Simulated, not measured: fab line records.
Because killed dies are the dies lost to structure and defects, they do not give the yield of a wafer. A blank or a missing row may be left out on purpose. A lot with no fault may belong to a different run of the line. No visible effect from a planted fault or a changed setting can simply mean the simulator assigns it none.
Chamber matching || flow n5 finfet || N5_HKMG_FIN_ALD_71 on ald metal-01 has 4 sister chambers
The step deposits TiN, target thk 1 nm, pulse time 1 s, purge time 3 s. 8 wafers are shown with their chamber, then 11 later ones without.

WAFERS, EACH WITH ITS CHAMBER
{"wafer": "L087.2", "chamber": 0, "heater power w (W)": 850, "precursor pulse height rel": 0.980}
{"wafer": "L091.2", "chamber": 3, "heater power w (W)": 767, "precursor pulse height rel": 1.012}
{"wafer": "L091.5", "chamber": 2, "heater power w (W)": 894, "precursor pulse height rel": 1.012}
{"wafer": "L091.6", "chamber": 1, "heater power w (W)": 897, "precursor pulse height rel": 1.002}
{"wafer": "L092.1", "chamber": 2, "heater power w (W)": 899, "precursor pulse height rel": 1.017}
{"wafer": "L092.2", "chamber": 1, "heater power w (W)": 880, "precursor pulse height rel": 0.956}
{"wafer": "L092.3", "chamber": 0, "heater power w (W)": 839, "precursor pulse height rel": 0.995}
{"wafer": "L092.4", "chamber": 3, "heater power w (W)": 749, "precursor pulse height rel": 0.987}

WAFERS WHOSE CHAMBER IS MISSING
{"wafer": "L092.5", "heater power w (W)": 875, "precursor pulse height rel": 0.993}
{"wafer": "L092.6", "heater power w (W)": 859, "precursor pulse height rel": 0.958}
{"wafer": "L093.2", "heater power w (W)": 873, "precursor pulse height rel": 0.979}
{"wafer": "L093.4", "heater power w (W)": 910, "precursor pulse height rel": 0.987}
{"wafer": "L093.6", "heater power w (W)": 769, "precursor pulse height rel": 0.990}
{"wafer": "L095.1", "heater power w (W)": 868, "precursor pulse height rel": 0.981}
{"wafer": "L095.2", "heater power w (W)": 773, "precursor pulse height rel": 0.973}
{"wafer": "L095.3", "heater power w (W)": 876, "precursor pulse height rel": 0.983}
{"wafer": "L095.4", "heater power w (W)": 854, "precursor pulse height rel": 0.996}
{"wafer": "L095.5", "heater power w (W)": 751, "precursor pulse height rel": 0.995}
{"wafer": "L095.6", "heater power w (W)": 846, "precursor pulse height rel": 0.992}

CHAMBER TAKEN BY EACH
{"wafer": "L092.5", "from the rows above": "can't be placed: 1 or 2 or 0", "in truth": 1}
{"wafer": "L092.6", "from the rows above": "can't be placed: 0 or 1", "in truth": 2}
{"wafer": "L093.2", "from the rows above": "can't be placed: 1 or 0 or 2", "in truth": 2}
{"wafer": "L093.4", "from the rows above": "can't be placed: 2 or 1", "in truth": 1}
{"wafer": "L093.6", "from the rows above": 3, "in truth": 3}
{"wafer": "L095.1", "from the rows above": "can't be placed: 1 or 0 or 2", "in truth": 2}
{"wafer": "L095.2", "from the rows above": 3, "in truth": 3}
{"wafer": "L095.3", "from the rows above": "can't be placed: 1 or 2 or 0", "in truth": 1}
{"wafer": "L095.4", "from the rows above": 0, "in truth": 0}
{"wafer": "L095.5", "from the rows above": 3, "in truth": 3}
{"wafer": "L095.6", "from the rows above": 0, "in truth": 0}
5 of 11 placed correctly. Can't be placed from these rows: 6 (the true chamber is among the candidates in 5). Placed wrongly: 0.
How it was worked out, from the rows above alone: a wafer's distance from a chamber is the root of the sum, over the readings, of the square of ((its reading less the chamber's mean) divided by the reading's scatter). If the next closest chamber is less than 2 further off than the closest, the wafer can't be placed; otherwise it belongs to the closest. The mean given for a chamber averages the wafers shown for that chamber. The scatter: the root of (the sum of the squares of (reading less its chamber's mean) over the shown wafers, divided by (wafers less chambers)).
